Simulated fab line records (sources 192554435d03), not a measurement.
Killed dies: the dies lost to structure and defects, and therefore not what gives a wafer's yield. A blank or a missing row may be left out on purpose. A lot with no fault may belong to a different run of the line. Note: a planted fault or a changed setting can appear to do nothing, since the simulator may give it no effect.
Chamber matching -- flow n5-finfet -- N5_BEOL_M6_ILD_DEP_00 on pecvd-04 has 3 sister chambers
The step deposits SiCOH lowk from DEMS/porogen, target thk 179.75 nm, time 33.4 s. 3 wafers are shown with their chamber, then 7 later ones without.

## EACH WAFER AND ITS CHAMBER
wafer,chamber,showerhead-plenum-p-Torr (Torr)
L079.4,2,5.728
L082.2,1,5.748
L082.4,0,5.691

## WAFERS WHOSE CHAMBER IS MISSING
wafer,showerhead-plenum-p-Torr (Torr)
L082.5,5.744
L084.1,5.739
L084.4,5.745
L084.5,5.732
L093.1,5.737
L093.4,5.723
L093.6,5.689

## CHAMBER TAKEN BY EACH
wafer,from the rows above,in truth
L082.5,1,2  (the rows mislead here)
L084.1,can't be placed: 1 or 2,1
L084.4,1,1
L084.5,2,2
L093.1,can't be placed: 2 or 1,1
L093.4,2,2
L093.6,0,0
4 of 7 placed correctly. From these rows, 2 cannot be placed; in 2 the true chamber is one of the candidates. Number placed wrongly: 1.
How it was worked out, from the rows above alone: a wafer's distance from a chamber is the root of the sum, over the readings, of the square of ((its reading less the chamber's mean) divided by the reading's scatter). The wafer belongs to the nearest chamber; if the next one is less than 2 further off, it can't be placed. The mean given for a chamber averages the wafers shown for that chamber. The scatter: root of mean squared gap, hidden wafer to nearest shown wafer, with one shown wafer a chamber.
